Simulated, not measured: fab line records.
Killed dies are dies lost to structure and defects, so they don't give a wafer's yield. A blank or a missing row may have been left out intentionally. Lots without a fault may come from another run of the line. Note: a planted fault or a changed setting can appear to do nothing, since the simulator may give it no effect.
Split-lot study	flow n5Finfet	route with 1938 steps; 7 lots, 21 wafers read

THE SPLIT
At N5_PASSIVATION_ETCH_54 (etches SiO2 in CHF3/O2, target depth 880 nm, time 440 s), the setting timeS was moved away from the recipe's 440 s on 6 of the 21 wafers read, by -9.3% to +17.5%. The other wafers ran this setting at the recipe's value.

Reading taken at the split's own step.

THE READING
PASSIVATION.featureDepthNm (the simulator's own value, which no gauge read), in nm, at N5_PASSIVATION_ETCH_54 (etches SiO2 in CHF3/O2, target depth 880 nm, time 440 s). The file does not state a usual value for it. Average 880.7 nm, standard deviation 15 nm, over the 15 wafers here run with the recipe.

wafer	tool, chamber at the split	timeS as run, s	against the recipe	PASSIVATION.featureDepthNm, nm	against lot-mates on the recipe
L074.1	rieDiel-06, 3	440	recipe	857	-
L074.5	rieDiel-06, 3	440	recipe	858.6	-
L074.6	rieDiel-06, 0	516.9	+17.5%	1062	+204.2
L083.3	rieDiel-01, 1	440	recipe	863.2	-
L083.4	rieDiel-01, 3	440	recipe	889.4	-
L083.5	rieDiel-01, 0	440	recipe	885.2	-
L090.2	rieDiel-02, 3	440	recipe	868.6	-
L090.3	rieDiel-02, 0	494.6	+12.4%	990.2	+119.4
L090.6	rieDiel-02, 0	440	recipe	873	-
L095.1	rieDiel-01, 1	440	recipe	876.6	-
L095.3	rieDiel-01, 0	399.3	-9.3%	810.8	-72.1
L095.5	rieDiel-01, 0	440	recipe	889.2	-
L097.1	rieDiel-02, 1	440	recipe	875	-
L097.3	rieDiel-02, 2	440	recipe	886.2	-
L097.5	rieDiel-02, 2	498.7	+13.3%	1000	+119.4
L094.1	rieDiel-01, 3	413	-6.1%	843	-49.2
L094.3	rieDiel-01, 0	413	-6.1%	833.6	-58.6
L094.4	rieDiel-01, 2	440	recipe	892.2	-
L096.1	rieDiel-06, 1	440	recipe	880.4	-
L096.2	rieDiel-06, 3	440	recipe	902	-
L096.6	rieDiel-06, 0	440	recipe	914.2	-

FIT RESULTS
A straight line over all 21 wafers: PASSIVATION.featureDepthNm changes by +9.05 nm for each +1% of timeS; r = +0.97; the points scatter about the line by 15 nm.
The same after taking each lot's own level away (the mean of its wafers on the recipe; 21 wafers): +9.92 nm for each +1%; r = +0.98; scatter 12 nm.
On that fit, the largest move of timeS shifts the reading by 1.7e+02 nm.
The span of the lots' own levels, 857.80 to 898.87 nm, comes to 2.7 times the standard deviation stated above.
Consequently the slope shifts little with the lot-to-lot level, the two slopes agreeing.
Check: +157 nm against its lot-mates is what the line predicts for one of the wafers moved furthest among these (+17.5%) when that wafer is left out of the fit. It came out at +204 nm against them.

THE WHOLE CHAIN: every reading that the file lists as answering this split, in the file's order
step	what it does	reading	change (the file's fit)	r (the file's)
N5_PASSIVATION_ETCH_54	etches SiO2 in CHF3/O2, target depth 880 nm, time 440 s	etch.depthNm (the simulator's own value, which no gauge read)	+10.1 nm for each +1% of the setting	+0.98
N5_PASSIVATION_ETCH_54	etches SiO2 in CHF3/O2, target depth 880 nm, time 440 s	PASSIVATION.featureDepthNm (the simulator's own value, which no gauge read)	+10.1 nm for each +1% of the setting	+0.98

THE FILE'S OWN FIT
PASSIVATION.featureDepthNm changes by +10.1 nm for each +1% of timeS, r = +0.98.
